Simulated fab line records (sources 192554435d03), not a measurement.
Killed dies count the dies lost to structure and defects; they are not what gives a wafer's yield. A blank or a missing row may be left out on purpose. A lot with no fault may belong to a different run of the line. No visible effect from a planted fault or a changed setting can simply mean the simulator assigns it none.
fab line records | flow n5-finfet | part 1 of 2: steps 1 to 23 of 30
[record] lots = 5 wafers = 15 last-day = 17
route steps=1938 shown DUMMY_REMOVAL@380 HKMG_FIN@385
lots that met no fault: taken from a fault-free run of the same line
start-h: the number of hours between the record's first day and the start of the first shown wafer of the lot | wait-h: hours elapsed since this lot's preceding step | " same as the row above | L1.1+2: a row that stands for several wafers | - no value present, or no start provided | * or withheld: withheld | < > ~ a bound
route shown NAME@n: NAME is a module with steps in the file, n the number in the route of the first one | usual: mean and standard deviation over wafers with no fault | same: alike in all rows | chamber/n: place in a boat | sites: per-site readings | _std_site: the standard deviation of these | _edge_site: inner sites' mean taken away from outer sites' mean | radius-mm: how far each site lies from the wafer's centre | mask NAME#n: copy n | behind: tool/chamber where the wafer was last shaped | hold: why the lot went on hold/how many hours it stayed there/how the hold came to an end | device: the n, p or np transistor that did not switch | end of line: the same wafers' tests at the end of the route | a step without rows: its recipe alone | killed: the dies lost at the first sort to structure and to defects; this is not the yield of the wafer | map: a wafer's dies, x killed, . not, _ none there
set.NAME: the setting that was run; set.NAME@STEP: the one run at that earlier step | model.NAME: the simulator's own value behind a step, which no gauge read
lots seen at some steps along the route; tables by step, rows by wafer
services: from which hour (start-h, from the record's first day; less than 0 if before it) a tool's chamber was out of use, for how many hours, and why
[[steps]]
[step N5_DUMMY_REMOVAL_DUMMY_REMOVE_02]
[recipe] chemistry = TMAH temp-c = 70 target = poly-Si stop-on = SiO2 target-depth-nm = 142 conc-wt-pct = 5 time-s = 57 dry = ipa-marangoni rinse-time-s = 30 rinse-temp-c = 23
[usual] bath-guard-temp-C = 69.9/0.43
// columns lot.wafer tool chamber start-h wait-h bath-guard-temp-C
L076.1 wet-bench-04 5 83.78 0.0 70.6
L076.3 " 1 " " 69.8
L076.4 " 0 " " 70.5
L081.2 wet-bench-05 6 111.78 0.0 69.7
L081.4 " 0 " " 70.2
L081.5 " 1 " " 70.5
L091.2 wet-bench-01 2 172.98 0.0 69.3
L091.3 " 5 " " 69.7
L091.6 " 3 " " 69.6
L092.3 wet-bench-04 4 179.79 0.0 70.8
L092.5 " 7 " " 69.9
L092.6 " 1 " " 69.8
L097.1 wet-bench-01 7 209.06 0.0 69.2
L097.2 " 3 " " 69.8
L097.5 " 4 " " 69.8
[step N5_DUMMY_REMOVAL_INSPECT_06]
[recipe] inspect-instrument = brightfield mode = aei
[usual] raw-defect-count = 13/6.3
// columns lot.wafer tool chamber start-h wait-h raw-defect-count
L076.1 defect-inspect-02 - 83.83 0.0 10
L076.3 " - " " 11
L076.4 " - " " 9
L081.2 defect-inspect-02 - 111.84 0.0 17
L081.4 " - " " 15
L081.5 " - " " 12
L091.2 defect-inspect-01 - 173.04 0.0 17
L091.3 " - " " 14
L091.6 " - " " 1
L092.3 defect-inspect-02 - 179.85 0.0 11
L092.5 " - " " 10
L092.6 " - " " 11
L097.1 defect-inspect-01 - 209.11 0.0 19
L097.2 " - " " 19
L097.5 " - " " 17
[step N5_DUMMY_REMOVAL_PRECLEAN_08]
[recipe] chemistry = NF3:NH3 afs-cycles = 2 temp-c = 30 time-s = 20 sublimation-temp-c = 180 sublimation-time-s = 60 pressure-torr = 3 rf-power-w = 30
[usual] rf-power-w = 30.00/0.11 sublimation-temp-c = 179.98/0.13
// columns lot.wafer tool chamber start-h wait-h rf-power-w sublimation-temp-c
L076.1 remote-plasma-01 1 83.87 0.0 30.16 179.93
L076.3 " 1 " " 30.19 179.78
L076.4 " 1 " " 30.17 179.93
L081.2 remote-plasma-01 0 111.91 0.1 30.02 180.10
L081.4 " 0 " " 29.99 180.01
L081.5 " 0 " " 29.92 179.82
L091.2 remote-plasma-02 0 173.11 0.1 29.88 179.89
L091.3 " 0 " " 30.07 179.95
L091.6 " 0 " " 30.10 179.89
L092.3 remote-plasma-02 1 179.94 0.1 29.92 180.14
L092.5 " 1 " " 29.86 180.13
L092.6 " 1 " " 30.04 180.08
L097.1 remote-plasma-02 0 209.15 0.0 30.15 179.97
L097.2 " 0 " " 29.99 179.90
L097.5 " 0 " " 30.08 179.93
[step N5_DUMMY_REMOVAL_PRECLEAN_04]
[recipe] chemistry = DHF time-s = 37 temp-c = 25 dilution = 500:1
// columns lot.wafer tool chamber start-h wait-h
L076.1+3+4 wet-bench-05 4,2,0 84.08 0.2
L081.2+4+5 wet-bench-04 5,0,3 112.09 0.2
L091.2+3+6 wet-bench-01 7,3,5 173.29 0.2
L092.3+5+6 wet-bench-04 0,6,5 180.09 0.1
L097.1+2+5 wet-bench-05 7,0,5 209.36 0.2
[step N5_DUMMY_REMOVAL_SRD_05]
[recipe] dry = ipa-marangoni do-ppb = 5 time-s = 30 temp-c = 23 rinse-liquid = diw
// columns lot.wafer tool chamber start-h wait-h
L076.1+3+4 wet-bench-05 4,2,0 84.09 0.0
L081.2+4+5 wet-bench-04 5,0,3 112.10 0.0
L091.2+3+6 wet-bench-01 7,3,5 173.30 0.0
L092.3+5+6 wet-bench-04 0,6,5 180.10 0.0
L097.1+2+5 wet-bench-05 7,0,5 209.37 0.0
[step N5_HKMG_FIN_IL_REGROW_00]
[recipe] material = SiO2 target-thk-a = 7.5 chemistry = O3 temp-c = withheld time-s = 30
// columns lot.wafer tool chamber start-h wait-h
L076.1+3+4 ald-hk-01 3,1,2 84.14 0.0
L081.2+4+5 ald-hk-03 1,0,3 112.15 0.0
L091.2+3+6 ald-hk-02 0,3,2 173.35 0.0
L092.3+5+6 ald-hk-02 3,3,2 180.15 0.0
L097.1+2+5 ald-hk-01 0,2,3 209.42 0.0
[step N5_HKMG_FIN_HK_ALD_01]
[recipe] material = HfO2 target-thk-a = 16 temp-c = withheld ald-precursor-family = HfCl4 ald-co-reactant = H2O pulse-time-s = 3 purge-time-s = 3 co-reactant-purge-time-s = 2.5 co-reactant-pulse-time-s = 0.3 ald-cycles = 30
[usual] precursor-pulse-height-rel = 0.999/0.018
// columns lot.wafer tool chamber start-h wait-h precursor-pulse-height-rel
L076.1 ald-hk-01 3 84.19 0.0 1.026
L076.3 " 1 " " 1.016
L076.4 " 2 " " 0.995
L081.2 ald-hk-03 1 112.20 0.0 1.044
L081.4 " 0 " " 1.006
L081.5 " 3 " " 0.979
L091.2 ald-hk-02 0 173.40 0.0 0.974
L091.3 " 3 " " 0.993
L091.6 " 2 " " 1.003
L092.3 ald-hk-02 3 180.20 0.0 0.999
L092.5 " 3 " " 1.008
L092.6 " 2 " " 1.004
L097.1 ald-hk-01 0 209.47 0.0 0.989
L097.2 " 2 " " 1.014
L097.5 " 3 " " 1.016
[step N5_HKMG_FIN_HK_ANNEAL_02]
[recipe] temp-c = 700 time-s = 30 ambient = N2 idle-temp-c = 600 ramp-up-c-per-s = 150 ramp-down-c-per-s = 60 cool-to-c = 600
[usual] lamp-power-pct = 8.80/0.053 lamp_zone_1_pct = 8.797/0.011 wafer_temp_C_max = 703.0/0.75
// columns lot.wafer tool chamber start-h wait-h lamp-power-pct lamp_zone_1_pct wafer_temp_C_max
L076.1 rtp-anneal-01 0 84.38 0.1 8.76 8.784 702.3
L076.3 " 0 " " 8.81 8.796 702.1
L076.4 " 0 " " 8.78 8.806 702.1
L081.2 rtp-anneal-02 0 112.41 0.1 8.82 8.797 702.8
L081.4 " 0 " " 8.85 8.776 704.4
L081.5 " 0 " " 8.86 8.801 704.5
L091.2 rtp-anneal-02 0 173.61 0.1 8.77 8.802 702.5
L091.3 " 0 " " 8.78 8.793 702.4
L091.6 " 0 " " 8.75 8.789 701.9
L092.3 rtp-anneal-02 0 180.45 0.2 8.82 8.789 702.3
L092.5 " 0 " " 8.85 8.798 703.1
L092.6 " 0 " " 8.81 8.796 702.7
L097.1 rtp-anneal-01 0 209.70 0.2 8.72 8.794 703.9
L097.2 " 0 " " 8.83 8.784 703.5
L097.5 " 0 " " 8.79 8.779 703.4
[step N5_HKMG_FIN_ALD_74]
[recipe] material = La2O3 target-thk-a = 5 temp-c = 250 ald-precursor-family = La-Cp ald-co-reactant = O3 pulse-time-s = 6 co-reactant-pulse-time-s = 1 purge-time-s = 3 co-reactant-purge-time-s = 3
[usual] heater-power-outer-w = 207/27 heater-power-w = 381/48 precursor-pulse-height-rel = 1.001/0.02
// columns lot.wafer tool chamber start-h wait-h heater-power-outer-w heater-power-w precursor-pulse-height-rel
L076.1 ald-hk-02 1 84.60 0.2 170 314 0.989
L076.3 " 0 " " 226 425 0.960
L076.4 " 2 " " 205 396 0.997
L081.2 ald-hk-01 1 112.60 0.2 203 373 0.990
L081.4 " 0 " " 238 442 1.018
L081.5 " 2 " " 198 343 0.984
L091.2 ald-hk-03 0 173.80 0.2 219 410 0.988
L091.3 " 2 " " 221 392 0.997
L091.6 " 3 " " 148 296 0.990
L092.3 ald-hk-03 0 180.60 0.1 221 408 0.978
L092.5 " 3 " " 154 293 1.003
L092.6 " 0 " " 216 400 1.014
L097.1 ald-hk-02 3 209.92 0.2 175 329 0.950
L097.2 " 1 " " 175 315 1.048
L097.5 " 0 " " 232 416 1.003
[step N5_HKMG_FIN_ALD_75]
[recipe] material = Al2O3 target-thk-a = 10 temp-c = 150 ald-precursor-family = TMA ald-co-reactant = H2O pulse-time-s = withheld co-reactant-pulse-time-s = 1
[usual] heater-power-outer-w = 86/11 heater-power-w = 164/21 precursor-pulse-height-rel = 0.997/0.02
// columns lot.wafer tool chamber start-h wait-h heater-power-outer-w heater-power-w precursor-pulse-height-rel
L076.1 ald-hk-02 1 84.68 0.0 70 135 1.000
L076.3 " 0 " " 99 185 0.984
L076.4 " 2 " " 87 164 1.043
L081.2 ald-hk-01 1 112.67 0.0 85 167 1.002
L081.4 " 0 " " 104 188 0.982
L081.5 " 2 " " 83 145 0.972
L091.2 ald-hk-03 0 173.88 0.0 90 168 1.017
L091.3 " 2 " " 91 173 0.989
L091.6 " 3 " " 62 126 0.978
L092.3 ald-hk-03 0 180.68 0.0 92 172 1.010
L092.5 " 3 " " 61 128 1.019
L092.6 " 0 " " 89 175 0.983
L097.1 ald-hk-02 3 209.99 0.0 75 142 0.973
L097.2 " 1 " " 73 136 0.959
L097.5 " 0 " " 95 180 1.021
[step N5_HKMG_FIN_COAT_41]
[recipe] resist = SOC temp-c = 250 time-s = 60 spin-rpm = 1500 resist-thk-nm = 300
[usual] plate-temp-C = 250.00/0.19
// columns lot.wafer tool chamber start-h wait-h plate-temp-C
L076.1 litho-track-05 0 84.78 - 249.56
L076.3 " 0 " " 249.50
L076.4 " 0 " " 249.62
L081.2 litho-track-02 0 112.77 - 249.98
L081.4 " 0 " " 250.01
L081.5 " 0 " " 250.09
L091.2 litho-track-05 0 173.97 - 250.13
L091.3 " 0 " " 249.90
L091.6 " 0 " " 249.86
L092.3 litho-track-04 0 180.78 - 249.96
L092.5 " 0 " " 250.34
L092.6 " 0 " " 250.14
L097.1 litho-track-02 0 210.09 - 249.91
L097.2 " 0 " " 249.81
L097.5 " 0 " " 250.22
[step N5_HKMG_FIN_COAT_42]
[recipe] resist = SiARC temp-c = 220 time-s = 60 spin-rpm = 1500 resist-thk-nm = 35
[usual] plate-temp-C = 219.99/0.18
// columns lot.wafer tool chamber start-h wait-h plate-temp-C
L076.1 litho-track-05 0 - - 219.77
L076.3 " 0 " " 219.81
L076.4 " 0 " " 220.12
L081.2 litho-track-02 0 - - 220.00
L081.4 " 0 " " 219.68
L081.5 " 0 " " 219.80
L091.2 litho-track-05 0 - - 220.17
L091.3 " 0 " " 220.07
L091.6 " 0 " " 220.30
L092.3 litho-track-04 0 - - 219.82
L092.5 " 0 " " 219.55
L092.6 " 0 " " 219.79
L097.1 litho-track-02 0 - - 219.91
L097.2 " 0 " " 220.08
L097.5 " 0 " " 220.15
[step N5_HKMG_FIN_COAT_43]
[recipe] resist = CAR-ArF spin-rpm = 1500 resist-thk-nm = 90
// columns lot.wafer tool chamber start-h wait-h
L076.1+3+4 litho-track-05 0 - -
L081.2+4+5 litho-track-02 0 - -
L091.2+3+6 litho-track-05 0 - -
L092.3+5+6 litho-track-04 0 - -
L097.1+2+5 litho-track-02 0 - -
[step N5_HKMG_FIN_EBR_45]
[recipe] solvent = PGMEA ebr-width-mm = 1.5
// columns lot.wafer tool chamber start-h wait-h
L076.1+3+4 litho-track-05 0 - -
L081.2+4+5 litho-track-02 0 - -
L091.2+3+6 litho-track-05 0 - -
L092.3+5+6 litho-track-04 0 - -
L097.1+2+5 litho-track-02 0 - -
[step N5_HKMG_FIN_SOFTBAKE_44]
[recipe] temp-c = 110 time-s = 60 resist = CAR-ArF
[usual] plate-temp-C = 110.00/0.13
// columns lot.wafer tool chamber start-h wait-h plate-temp-C
L076.1 litho-track-05 0 - - 109.93
L076.3 " 0 " " 109.98
L076.4 " 0 " " 110.10
L081.2 litho-track-02 0 - - 109.91
L081.4 " 0 " " 110.12
L081.5 " 0 " " 109.99
L091.2 litho-track-05 0 - - 110.09
L091.3 " 0 " " 109.95
L091.6 " 0 " " 109.96
L092.3 litho-track-04 0 - - 110.02
L092.5 " 0 " " 109.79
L092.6 " 0 " " 109.84
L097.1 litho-track-02 0 - - 110.12
L097.2 " 0 " " 110.08
L097.5 " 0 " " 109.89
[step N5_HKMG_FIN_EXPOSE_46]
[recipe] mask-id = NDIPOLE na = 1.35 source-shape = conventional sigma-outer = 0.8 polarization = unpolarized dose-mj = 40
// columns lot.wafer tool chamber start-h wait-h mask
L076.1+3+4 arfi-scanner-02 0 85.02 - NDIPOLE#0
L081.2+4+5 arfi-scanner-01 0 112.90 - NDIPOLE#0
L091.2+3+6 arfi-scanner-03 0 174.10 - NDIPOLE#0
L092.3+5+6 arfi-scanner-02 0 181.03 - NDIPOLE#0
L097.1+2+5 arfi-scanner-02 0 210.33 - NDIPOLE#0
[step N5_HKMG_FIN_PEB_47]
[recipe] peb-temp-c = withheld peb-time-s = 60 resist = CAR-ArF
// columns lot.wafer tool chamber start-h wait-h
L076.1+3+4 litho-track-05 0 85.08 0.1
L081.2+4+5 litho-track-05 0 112.95 0.0
L091.2+3+6 litho-track-02 0 174.15 0.0
L092.3+5+6 litho-track-04 0 181.08 0.0
L097.1+2+5 litho-track-02 0 210.39 0.1
[step N5_HKMG_FIN_DEVELOP_48]
[recipe] develop-time-s = 30 developer = TMAH resist = CAR-ArF rinse-liquid = diw dry = air-spin dev-temp-c = 23
// columns lot.wafer tool chamber start-h wait-h
L076.1+3+4 litho-track-05 0 - -
L081.2+4+5 litho-track-05 0 - -
L091.2+3+6 litho-track-02 0 - -
L092.3+5+6 litho-track-04 0 - -
L097.1+2+5 litho-track-02 0 - -
[step N5_HKMG_FIN_CD_MEAS_49]
[recipe] target-cd-nm = 202 landing-energy-ev = 500 detector = se-inlens polarity = opening
[usual] cd-nm = 202.1/0.61
// columns lot.wafer tool chamber start-h wait-h cd-nm
L076.1 cd-sem-02 0 85.15 - 202.9
L076.3 " 0 " " 202.6
L076.4 " 0 " " 202.1
L081.2 cd-sem-01 0 113.02 - 202.5
L081.4 " 0 " " 202.9
L081.5 " 0 " " 203.0
L091.2 cd-sem-01 0 174.22 - 201.7
L091.3 " 0 " " 202.1
L091.6 " 0 " " 202.3
L092.3 cd-sem-01 0 181.15 - 201.7
L092.5 " 0 " " 202.5
L092.6 " 0 " " 201.8
L097.1 cd-sem-01 0 210.46 - 202.2
L097.2 " 0 " " 201.6
L097.5 " 0 " " 201.9
[step N5_HKMG_FIN_OVL_MEAS_50]
[recipe] points-per-wafer = 44
[usual] NDIPOLE_OVL = 0.5/0.78
// columns lot.wafer tool chamber start-h wait-h NDIPOLE_OVL[nm]
L076.1 overlay-02 0 85.18 0.0 1.7
L076.3 " 0 " " 1.2
L076.4 " 0 " " 2.3
L081.2 overlay-02 0 113.05 0.0 1.4
L081.4 " 0 " " 1.0
L081.5 " 0 " " 0.5
L091.2 overlay-01 0 174.25 0.0 0.9
L091.3 " 0 " " 1.0
L091.6 " 0 " " 1.5
L092.3 overlay-02 0 181.18 0.0 0.1
L092.5 " 0 " " 0.0
L092.6 " 0 " " 0.3
L097.1 overlay-02 0 210.49 0.0 0.6
L097.2 " 0 " " 0.5
L097.5 " 0 " " 0.9
[step N5_HKMG_FIN_INSPECT_61]
[recipe] mode = adi inspect-instrument = macro
[usual] raw-defect-count = 2.0/1.4
// columns lot.wafer tool chamber start-h wait-h raw-defect-count
L076.1 defect-inspect-02 - 85.20 0.0 0
L076.3 " - " " 2
L076.4 " - " " 3
L081.2 defect-inspect-02 - 113.07 0.0 2
L081.4 " - " " 1
L081.5 " - " " 3
L091.2 defect-inspect-02 - 174.27 0.0 1
L091.3 " - " " 3
L091.6 " - " " 2
L092.3 defect-inspect-02 - 181.20 0.0 0
L092.5 " - " " 1
L092.6 " - " " 1
L097.1 defect-inspect-01 - 210.51 0.0 2
L097.2 " - " " 1
L097.5 " - " " 5
[step N5_HKMG_FIN_DESCUM_53]
[recipe] chemistry = O2 time-s = 7.9 source-power-w = 50 bias-power-w = 20 pressure-mtorr = 20 rf-frequency-hz = 2.712e+07 temp-c = 40 resist = CAR-ArF o2-flow-sccm = 225
[usual] drypump-motor-current-A = 5.8/0.45 oes-product-au = 0.78/0.09 rf-fwd-power-W = 49.47/0.24 rf-vpp-V = 243.3/1.1 showerhead-plenum-p-Torr = 2.11/0.051 throttle-valve-pct = 20.52/0.28
// columns lot.wafer tool chamber start-h wait-h drypump-motor-current-A oes-product-au rf-fwd-power-W rf-hours-counter-h rf-vpp-V showerhead-plenum-p-Torr throttle-valve-pct
L076.1 rie-diel-04 1 85.23 0.0 6.6 0.87 49.53 37 242.9 2.04 20.32
L076.3 " 2 " " 5.4 0.68 49.13 206 244.4 2.18 20.76
L076.4 " 0 " " 5.9 0.67 49.21 250 244.0 2.14 20.24
L081.2 rie-diel-04 0 113.11 0.0 5.8 0.99 49.53 2 243.6 2.14 19.88
L081.4 " 3 " " 5.2 0.72 49.49 215 242.1 2.06 20.72
L081.5 " 2 " " 5.4 0.68 49.70 - 244.1 2.17 20.78
L091.2 rie-diel-02 3 174.31 0.0 5.6 0.70 49.26 215 243.7 2.14 20.38
L091.3 " 2 " " 6.0 0.81 49.43 97 241.5 2.12 20.20
L091.6 " 2 " " 6.0 0.81 49.63 - 243.1 2.12 20.19
L092.3 rie-diel-04 1 181.23 0.0 6.6 0.82 49.56 63 242.1 2.03 20.37
L092.5 " 3 " " 5.2 0.70 49.67 - 242.9 2.05 20.75
L092.6 " 0 " " 5.9 0.92 49.17 - 244.5 2.13 19.89
L097.1 rie-diel-04 2 210.55 0.0 5.4 0.66 49.32 246 244.5 2.16 20.82
L097.2 " 1 " " 6.6 0.81 49.90 73 242.5 2.03 20.39
L097.5 " 0 " " 5.9 0.91 49.42 - 242.4 2.13 19.90
[step N5_HKMG_FIN_ETCH_54]
[recipe] chemistry = CF4 target = SiARC target-depth-a = 455 mask-material = CAR-ArF time-s = 75.8 ion-energy-ev = 80 pressure-mtorr = 40 source-w = 545 bias-w = 36 Ar_flow_sccm = 100 cf4-flow-sccm = 100 ends = cleared
[usual] drypump-motor-current-A = 5.8/0.45 etch-rf-on-time-s = 76.4/1.7 oes-product-au = 0.66/0.076 rf-fwd-power-W = 540.1/2.2 rf-vpp-V = 184.2/1.1 showerhead-plenum-p-Torr = 2.15/0.054 throttle-valve-pct = 15.70/0.29
// columns lot.wafer tool chamber start-h wait-h drypump-motor-current-A etch-rf-on-time-s oes-product-au rf-fwd-power-W rf-hours-counter-h rf-vpp-V showerhead-plenum-p-Torr throttle-valve-pct
L076.1 rie-diel-04 1 85.27 0.0 6.6 77.4 0.74 544.2 37 182.9 2.09 15.45
L076.3 " 2 " " 5.4 76.5 0.59 541.9 206 184.4 2.22 15.92
L076.4 " 0 " " 5.9 76.2 0.58 536.7 250 186.4 2.18 15.46
L081.2 rie-diel-04 0 113.14 0.0 5.9 73.0 0.85 540.9 2 184.5 2.18 14.99
L081.4 " 3 " " 5.2 76.9 0.61 542.4 215 185.0 2.12 16.03
L081.5 " 2 " " 5.4 76.2 0.58 539.8 - 183.7 2.22 15.95
L091.2 rie-diel-02 3 174.34 0.0 5.6 77.4 0.61 541.0 215 184.9 2.21 15.73
L091.3 " 2 " " 6.0 75.7 0.67 542.1 97 184.0 2.17 15.41
L091.6 " 2 " " 6.0 75.3 0.68 543.0 - 185.5 2.17 15.40
L092.3 rie-diel-04 1 181.27 0.0 6.6 77.7 0.70 539.9 63 182.8 2.08 15.49
L092.5 " 3 " " 5.2 78.2 0.59 540.4 - 183.9 2.11 16.05
L092.6 " 0 " " 5.9 73.8 0.79 538.0 - 185.8 2.17 15.02
L097.1 rie-diel-04 2 210.58 0.0 5.4 77.1 0.57 539.9 246 184.7 2.21 15.99
L097.2 " 1 " " 6.6 76.5 0.69 542.3 73 182.5 2.08 15.51
L097.5 " 0 " " 5.8 73.7 0.77 538.2 - 185.5 2.17 15.04
